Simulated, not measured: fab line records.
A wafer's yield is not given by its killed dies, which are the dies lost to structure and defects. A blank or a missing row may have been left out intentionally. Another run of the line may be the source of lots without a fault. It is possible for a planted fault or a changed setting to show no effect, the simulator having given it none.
Chamber matching | flow nandHarc | 4 sister chambers for NHARC_A_STAIRCASE_DESCUM_443 on rieDiel-10
The step chemistry O2, time 3 s. 4 wafers are shown with their chamber, then 12 later ones without.

== EACH WAFER AND ITS CHAMBER ==
wafer  | chamber | showerheadPlenumPTorr (Torr)
L085.6 | 1       | 1.92
L084.4 | 0       | 1.82
L088.5 | 2       | 1.78
L088.6 | 3       | 1.80

== WAFERS WITHOUT THEIR CHAMBER ==
wafer  | showerheadPlenumPTorr (Torr)
L090.3 | 1.91
L090.5 | 1.91
L090.6 | 1.82
L093.4 | 1.80
L093.5 | 2.08
L093.6 | 1.91
L096.1 | 1.79
L096.2 | 1.81
L096.6 | 1.91
L097.3 | 1.79
L097.4 | 1.81
L097.5 | 1.91

== EACH ONE'S CHAMBER ==
wafer  | from the rows above          | in truth
L090.3 | can't be placed: 1 or 0      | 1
L090.5 | can't be placed: 1 or 0      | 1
L090.6 | can't be placed: 0 or 3 or 2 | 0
L093.4 | can't be placed: 3 or 0 or 2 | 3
L093.5 | 1                            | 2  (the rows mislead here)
L093.6 | can't be placed: 1 or 0      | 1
L096.1 | can't be placed: 2 or 3 or 0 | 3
L096.2 | can't be placed: 0 or 3 or 2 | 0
L096.6 | can't be placed: 1 or 0      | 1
L097.3 | can't be placed: 2 or 3 or 0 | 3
L097.4 | can't be placed: 0 or 3 or 2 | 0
L097.5 | can't be placed: 1 or 0      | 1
Correctly placed: 0 of 12. These rows do not allow placing 11 (true chamber among the candidates in 11). Placed wrongly: 1.
How it was worked out, from the rows above alone: a wafer's distance from a chamber is the root of the sum, over the readings, of the square of ((its reading less the chamber's mean) divided by the reading's scatter). The wafer belongs to the nearest chamber; if the next one is less than 2 further off, it can't be placed. The mean given for a chamber averages the wafers shown for that chamber. The scatter: root of mean squared gap, hidden wafer to nearest shown wafer, with one shown wafer a chamber.
